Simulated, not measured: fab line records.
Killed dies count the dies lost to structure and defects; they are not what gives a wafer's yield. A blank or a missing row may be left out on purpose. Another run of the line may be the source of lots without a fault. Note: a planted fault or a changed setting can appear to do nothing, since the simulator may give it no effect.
fab line records | flow n5-finfet
record lots=10 | wafers=28 | last-day=18
route steps=1938 shown BEOL_M0@716 BEOL_M4@1111
lots that met no fault: taken from a fault-free run of the same line
start-h: the number of hours between the record's first day and the start of the first shown wafer of the lot | wait-h: time in hours since the lot's previous step | " the same as in the row above | L1.1+2: a row that stands for several wafers | - either no value or no given start | * or withheld: withheld | < > ~ a bound
route shown NAME@n: names a module that has steps shown in the file, with the first one's number in the route | usual: the fault-free wafers' mean and standard deviation | same: alike in all rows | chamber/n: place in a boat | sites: the reading at each site | _std_site: standard deviation of those values | _edge_site: outer sites' mean less inner sites' | radius-mm: for every site, how far away it sits from the centre of the wafer | mask NAME#n: copy n | behind: the most recent tool/chamber to have shaped the wafer | hold: cause of the lot's hold/its duration in hours/its outcome | device: whichever transistor did not switch (one of n, p or np) | end of line: tests run on the same wafers once the route is complete | where a step has no rows: the recipe by itself | killed: the dies lost at the first sort to structure and to defects; this is not the yield of the wafer | map: shows each die of a wafer: x if killed, . if not, _ if none is there
set.NAME: the setting as run; set.NAME@STEP: as run at that earlier step | model.NAME: the simulator's own value behind a step, which no gauge read
one table for each step of the route and one row for each wafer, over a sample of lots
services: from which hour (start-h, from the record's first day; less than 0 if before it) a tool's chamber was out of use, for how many hours, and why
## steps
# step N5_BEOL_M0_HM_OPEN_105
# recipe chemistry=Cl2/BCl3 | target-depth-a=120 | target=TiN | ion-energy-ev=150 | pressure-mtorr=10 | icp-w=1000 | bias-w=126 | Cl2_flow_sccm=53.25 | bcl3-flow-sccm=21.75 | Ar_flow_sccm=25
# usual drypump-motor-current-A=5.7/0.68 | oes-product-au=0.85/0.1 | throttle-valve-pct=21.8/0.35
lot.wafer | tool         | chamber | start-h | wait-h | drypump-motor-current-A | oes-product-au | rf-hours-counter-h | throttle-valve-pct
L483.2    | rie-metal-02 | 1       | 140.45  | 1.2    | 6.0                     | 0.80           | 33                 | 22.3
L483.3    | "            | 0       | "       | "      | 5.6                     | 0.74           | -                  | 21.8
L483.5    | "            | 0       | "       | "      | 5.6                     | 0.73           | -                  | 21.8
L482.3    | rie-metal-01 | 0       | 140.46  | 1.3    | 4.7                     | 0.92           | -                  | 21.9
L482.4    | "            | 1       | "       | "      | 6.3                     | 0.61           | -                  | 21.5
L482.5    | "            | 1       | "       | "      | 6.3                     | 0.62           | -                  | 21.5
L484.1    | rie-metal-03 | 0       | 141.77  | 0.1    | 6.3                     | 0.93           | 8                  | 21.8
L484.2    | "            | 1       | "       | "      | 6.4                     | 0.85           | 18                 | 21.8
L484.4    | "            | 0       | "       | "      | 6.3                     | 0.92           | -                  | 21.8
L486.2    | rie-metal-03 | 0       | 142.65  | 0.1    | 6.3                     | 0.92           | 8                  | 21.8
L486.3    | "            | 1       | "       | "      | 6.4                     | 0.85           | -                  | 21.8
L486.6    | "            | 0       | "       | "      | 6.3                     | 0.93           | -                  | 21.8
L488.2    | rie-metal-01 | 0       | 152.01  | 0.8    | 4.7                     | 0.92           | 6                  | 21.9
L488.4    | "            | 0       | "       | "      | 4.7                     | 0.92           | -                  | 22.0
L488.5    | "            | 1       | "       | "      | 6.2                     | 0.61           | -                  | 21.5
L493.1    | rie-metal-01 | 0       | 189.35  | 2.3    | 4.7                     | 0.90           | 9                  | 21.9
L493.4    | "            | 0       | "       | "      | 4.7                     | 0.90           | -                  | 22.0
L493.5    | "            | 0       | "       | "      | 4.7                     | 0.90           | -                  | 22.0
L496.1    | rie-metal-02 | 1       | 198.94  | 1.1    | 6.0                     | 0.78           | 38                 | 22.3
L496.3    | "            | 1       | "       | "      | 6.0                     | 0.78           | -                  | 22.3
L496.4    | "            | 0       | "       | "      | 5.6                     | 0.72           | -                  | 21.8
L500.1    | rie-metal-01 | 0       | 228.78  | 3.0    | 4.7                     | 0.88           | 12                 | 22.0
L500.4    | "            | 1       | "       | "      | 6.2                     | 1.00           | -                  | 21.1
L500.5    | "            | 1       | "       | "      | 6.3                     | 0.99           | -                  | 21.1
L501.4    | rie-metal-03 | 0       | 231.96  | 2.5    | 6.2                     | 0.88           | -                  | 21.8
L501.6    | "            | 0       | "       | "      | 6.3                     | 0.89           | -                  | 21.8
L504.4    | rie-metal-01 | 0       | 263.17  | 0.9    | 4.7                     | 0.87           | -                  | 22.0
L504.6    | "            | 1       | "       | "      | 6.3                     | 0.96           | -                  | 21.2
# step N5_BEOL_M0_SURFACE_TREAT_137
# recipe gas=Ar | time-s=* | ion-energy-ev=* | ion-current-ma-cm2=0.5 | pressure-mtorr=* | ar-flow-sccm=30
# usual throttle-valve-pct=*
lot.wafer | tool           | chamber | start-h | wait-h | throttle-valve-pct
L482.3    | pvd-sputter-03 | -       | 144.97  | 0.1    | *
L482.4    | "              | -       | "       | "      | *
L482.5    | "              | -       | "       | "      | *
L483.2    | pvd-sputter-01 | -       | 149.01  | 4.1    | *
L483.3    | "              | -       | "       | "      | *
L483.5    | "              | -       | "       | "      | *
L484.1    | pvd-sputter-03 | -       | 149.73  | 0.2    | *
L484.2    | "              | -       | "       | "      | *
L484.4    | "              | -       | "       | "      | *
L486.2    | pvd-sputter-02 | -       | 150.02  | 0.2    | *
L486.3    | "              | -       | "       | "      | *
L486.6    | "              | -       | "       | "      | *
L488.2    | pvd-sputter-01 | -       | 155.39  | 0.3    | *
L488.4    | "              | -       | "       | "      | *
L488.5    | "              | -       | "       | "      | *
L493.1    | pvd-sputter-01 | -       | 191.00  | 0.1    | *
L493.4    | "              | -       | "       | "      | *
L493.5    | "              | -       | "       | "      | *
L496.1    | pvd-sputter-01 | -       | 200.53  | 0.1    | *
L496.3    | "              | -       | "       | "      | *
L496.4    | "              | -       | "       | "      | *
L500.1    | pvd-sputter-03 | -       | 230.51  | 0.2    | *
L500.4    | "              | -       | "       | "      | *
L500.5    | "              | -       | "       | "      | *
L501.4    | pvd-sputter-03 | -       | 235.50  | 1.7    | *
L501.6    | "              | -       | "       | "      | *
L504.4    | pvd-sputter-02 | -       | 266.83  | 0.1    | *
L504.6    | "              | -       | "       | "      | *
# step N5_BEOL_M0_CVD_115
# recipe material=Co | target-thk-a=* | temp-c=withheld | precursor=CCTBA/H2 | pressure-torr=30 | time-s=120
# usual run-length-s=143.2/0.67
lot.wafer | tool      | chamber | start-h | wait-h | run-length-s | since-wet-clean-h
L482.3    | cvd-co-01 | 0       | 145.26  | 0.3    | 142.7        | 905
L482.4    | "         | 0       | "       | "      | 142.1        | -
L482.5    | "         | 2       | "       | "      | 144.2        | -
L483.2    | cvd-co-02 | 1       | 149.28  | 0.3    | 143.6        | 1128
L483.3    | "         | 2       | "       | "      | 142.8        | 231
L483.5    | "         | 0       | "       | "      | 143.2        | -
L484.1    | cvd-co-02 | 1       | 149.79  | 0.0    | 143.0        | 1128
L484.2    | "         | 2       | "       | "      | 143.4        | 232
L484.4    | "         | 0       | "       | "      | 143.1        | -
L486.2    | cvd-co-01 | 1       | 150.08  | 0.0    | 143.8        | 13
L486.3    | "         | 1       | "       | "      | 143.8        | -
L486.6    | "         | 1       | "       | "      | 143.7        | -
L488.2    | cvd-co-02 | 1       | 155.57  | 0.2    | 143.6        | 1134
L488.4    | "         | 0       | "       | "      | 142.7        | -
L488.5    | "         | 1       | "       | "      | 143.0        | -
L493.1    | cvd-co-02 | 1       | 191.29  | 0.3    | 99.2         | 1170
L493.4    | "         | 2       | "       | "      | 99.1         | -
L493.5    | "         | 1       | "       | "      | 99.1         | -
L496.1    | cvd-co-02 | 2       | 200.62  | 0.1    | 98.6         | 283
L496.3    | "         | 0       | "       | "      | 99.0         | 742
L496.4    | "         | 1       | "       | "      | 98.9         | -
L500.1    | cvd-co-01 | 0       | 230.80  | 0.3    | 141.8        | 991
L500.4    | "         | 2       | "       | "      | 143.8        | -
L500.5    | "         | 1       | "       | "      | 143.6        | -
L501.4    | cvd-co-01 | 1       | 235.70  | 0.2    | 144.4        | -
L501.6    | "         | 0       | "       | "      | 141.9        | -
L504.4    | cvd-co-01 | 0       | 266.93  | 0.1    | 142.4        | -
L504.6    | "         | 2       | "       | "      | 143.9        | -
# step N5_BEOL_M0_ANNEAL_119
# recipe temp-c=225 | time-s=90 | ambient=N2
# usual wafer_temp_C_max=226.4/0.7
lot.wafer | tool          | chamber | start-h | wait-h | wafer_temp_C_max
L482.3    | rtp-anneal-02 | 0       | 149.92  | 0.4    | 225.9
L482.4    | "             | 0       | "       | "      | 226.0
L482.5    | "             | 0       | "       | "      | 225.8
L483.2    | rtp-anneal-01 | 0       | 150.09  | 0.1    | 227.5
L483.3    | "             | 0       | "       | "      | 227.2
L483.5    | "             | 0       | "       | "      | 226.6
L484.1    | rtp-anneal-02 | 0       | 150.53  | 0.1    | 225.6
L484.2    | "             | 0       | "       | "      | 225.8
L484.4    | "             | 0       | "       | "      | 226.0
L486.2    | rtp-anneal-01 | 0       | 151.01  | 0.1    | 227.1
L486.3    | "             | 0       | "       | "      | 226.8
L486.6    | "             | 0       | "       | "      | 227.1
L488.2    | rtp-anneal-02 | 0       | 157.60  | 0.1    | 225.7
L488.4    | "             | 0       | "       | "      | 225.6
L488.5    | "             | 0       | "       | "      | 225.8
L493.1    | rtp-anneal-02 | 0       | 193.36  | 0.1    | 225.6
L493.4    | "             | 0       | "       | "      | 225.7
L493.5    | "             | 0       | "       | "      | 225.7
L496.1    | rtp-anneal-01 | 0       | 203.29  | 1.9    | 226.6
L496.3    | "             | 0       | "       | "      | 226.5
L496.4    | "             | 0       | "       | "      | 227.5
L500.1    | rtp-anneal-02 | 0       | 231.49  | 0.1    | 225.6
L500.4    | "             | 0       | "       | "      | 225.7
L500.5    | "             | 0       | "       | "      | 225.7
L501.4    | rtp-anneal-02 | 0       | 236.56  | 0.2    | 225.6
L501.6    | "             | 0       | "       | "      | 225.9
L504.4    | rtp-anneal-01 | 0       | 267.68  | 0.2    | 227.0
L504.6    | "             | 0       | "       | "      | 227.2
# step N5_BEOL_M4_RC_MEAS_101
# usual DIBL_N=36.0/1.7 | DIBL_P=36.2/2.3 | IOFF_N=0.16/0.03 | IOFF_P=0.21/0.036 | ION_N=679/11 | ION_P=465/7.1 | SS_N=71.4/0.58 | SS_P=73.3/0.75 | VT_N=249/3.1 | VT_P=-251/3.5
lot.wafer | tool      | chamber | start-h | wait-h | DIBL_N[mV/V] | DIBL_P[mV/V] | IOFF_N[nA/um] | IOFF_P[nA/um] | ION_N[uA/um] | ION_P[uA/um] | SS_N[mV/dec] | SS_P[mV/dec] | VT_N[mV] | VT_P[mV]
L483.2    | prober-01 | 0       | 189.24  | 0.2    | 33.9         | 33.3         | 0.14          | 0.19          | 673          | 461          | 71.0         | 73.1         | 248      | -250
L483.3    | "         | 0       | "       | "      | 32.7         | 31.5         | 0.12          | 0.17          | 665          | 459          | 70.9         | 72.2         | 252      | -253
L483.5    | "         | 0       | "       | "      | 35.4         | 35.5         | 0.15          | 0.21          | 683          | 467          | 70.4         | 72.8         | 249      | -249
L482.3    | prober-02 | 0       | 191.02  | 0.3    | 35.5         | 34.9         | 0.14          | 0.22          | 681          | 465          | 71.0         | 73.4         | 248      | -249
L482.4    | "         | 0       | "       | "      | 38.1         | 37.4         | 0.18          | 0.26          | 683          | 468          | 71.8         | 73.6         | 248      | -246
L482.5    | "         | 0       | "       | "      | 38.1         | 38.4         | 0.19          | 0.28          | 691          | 471          | 71.3         | 73.9         | 245      | -247
L484.1    | prober-01 | 0       | 195.63  | 0.0    | 35.6         | 34.1         | 0.13          | 0.19          | 674          | 466          | 70.8         | 73.0         | 251      | -250
L484.2    | "         | 0       | "       | "      | 35.3         | 33.5         | 0.13          | 0.18          | 663          | 456          | 70.8         | 74.0         | 251      | -252
L484.4    | "         | 0       | "       | "      | 34.7         | 32.8         | 0.12          | 0.17          | 664          | 458          | 70.5         | 72.7         | 250      | -253
L486.2    | prober-01 | 0       | 206.58  | 0.2    | 34.5         | 36.6         | 0.17          | 0.26          | 682          | 477          | 70.6         | 72.9         | 245      | -245
L486.3    | "         | 0       | "       | "      | 35.3         | 36.7         | 0.18          | 0.25          | 685          | 473          | 71.1         | 72.7         | 245      | -245
L486.6    | "         | 0       | "       | "      | 32.5         | 32.8         | 0.12          | 0.18          | 666          | 460          | 70.1         | 71.6         | 253      | -249
L488.2    | prober-02 | 0       | 207.27  | 0.5    | 36.0         | 36.1         | 0.16          | 0.22          | 680          | 466          | 71.1         | 73.6         | 250      | -249
L488.4    | "         | 0       | "       | "      | 36.5         | 37.2         | 0.17          | 0.23          | 685          | 469          | 71.6         | 73.7         | 247      | -246
L488.5    | "         | 0       | "       | "      | 37.4         | 38.2         | 0.18          | 0.25          | 682          | 469          | 72.0         | 74.6         | 248      | -248
L493.1    | prober-01 | 0       | 250.71  | 0.0    | 33.8         | 34.2         | 0.14          | 0.20          | 687          | 469          | 71.0         | 72.1         | 248      | -251
L493.4    | "         | 0       | "       | "      | 36.4         | 37.2         | 0.19          | 0.24          | 695          | 475          | 72.4         | 73.2         | 242      | -249
L493.5    | "         | 0       | "       | "      | 33.5         | 33.8         | 0.14          | 0.19          | 684          | 473          | 70.9         | 73.0         | 249      | -251
L496.1    | prober-02 | 0       | 260.33  | 0.0    | 36.4         | 36.9         | 0.16          | 0.22          | 679          | 467          | 71.7         | 73.8         | 252      | -250
L496.3    | "         | 0       | "       | "      | 35.0         | 34.7         | 0.14          | 0.18          | 657          | 456          | 71.7         | 72.3         | 252      | -252
L496.4    | "         | 0       | "       | "      | 39.0         | 40.1         | 0.22          | 0.26          | 684          | 472          | 71.9         | 74.4         | 246      | -248
L500.1    | prober-02 | 0       | 280.22  | 0.0    | 39.7         | 41.2         | 0.23          | 0.28          | 703          | 477          | 72.0         | 73.9         | 244      | -247
L500.4    | "         | 0       | "       | "      | 36.6         | 37.7         | 0.15          | 0.22          | 672          | 469          | 71.9         | 73.8         | 249      | -250
L500.5    | "         | 0       | "       | "      | 36.5         | 37.4         | 0.15          | 0.20          | 681          | 469          | 71.9         | 72.5         | 249      | -250
L501.4    | prober-02 | 0       | 284.02  | 0.5    | 36.7         | 39.3         | 0.20          | 0.22          | 691          | 467          | 71.7         | 73.9         | 244      | -252
L501.6    | "         | 0       | "       | "      | 34.3         | 35.5         | 0.14          | 0.16          | 679          | 456          | 71.2         | 72.3         | 250      | -255
L504.4    | prober-02 | 0       | 321.31  | 0.5    | 40.8         | 43.6         | 0.28          | 0.32          | 701          | 481          | 72.3         | 74.5         | 241      | -247
L504.6    | "         | 0       | "       | "      | 36.5         | 37.9         | 0.16          | 0.22          | 672          | 462          | 72.2         | 72.9         | 253      | -250
## services
tool           | chamber | start-h | hours | kind
cvd-co-01      | -       | 125.47  | 1.9   | repair
pvd-sputter-02 | -       | 140.26  | 0.6   | repair
cvd-co-01      | 2       | 148.60  | 4.2   | repair
rie-metal-01   | 1       | 180.25  | 2.8   | repair
rie-metal-01   | 1       | 183.06  | -     | clean
rie-metal-01   | 1       | 183.06  | 12.9  | scheduled-down
rie-metal-01   | 1       | 183.06  | 12.9  | vent-cycle
cvd-co-02      | -       | 192.37  | 1.5   | repair
cvd-co-02      | -       | 224.41  | 0.3   | repair
## key
first-sign step=N5_BEOL_M0_CVD_115 | reading=run-length-s | direction=down | sigmas=66 | usual=* | struck=*
effect none on later readings
met-at N5_BEOL_M0_CVD_115
struck-lots L493,L496
sort-left-out L493.1,L493.4,L493.5,L496.1,L496.3,L496.4
not-acting-at N5_BEOL_M0_HM_OPEN_105,N5_BEOL_M0_SURFACE_TREAT_137,N5_BEOL_M0_ANNEAL_119
onset-between 155.57 191.29
fault kind=process-parameter-drift | tool=cvd-co-02 | chamber=- | onset-h=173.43 | steps=N5_BEOL_M0_CVD_115 | channel=time-s | offset=* | shape=step | end-h=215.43 | acts-in=* | stated=*
# sort-left-out: the simulated sort isn't trusted on such a fault, so these wafers' sort isn't shown, and their yield isn't known
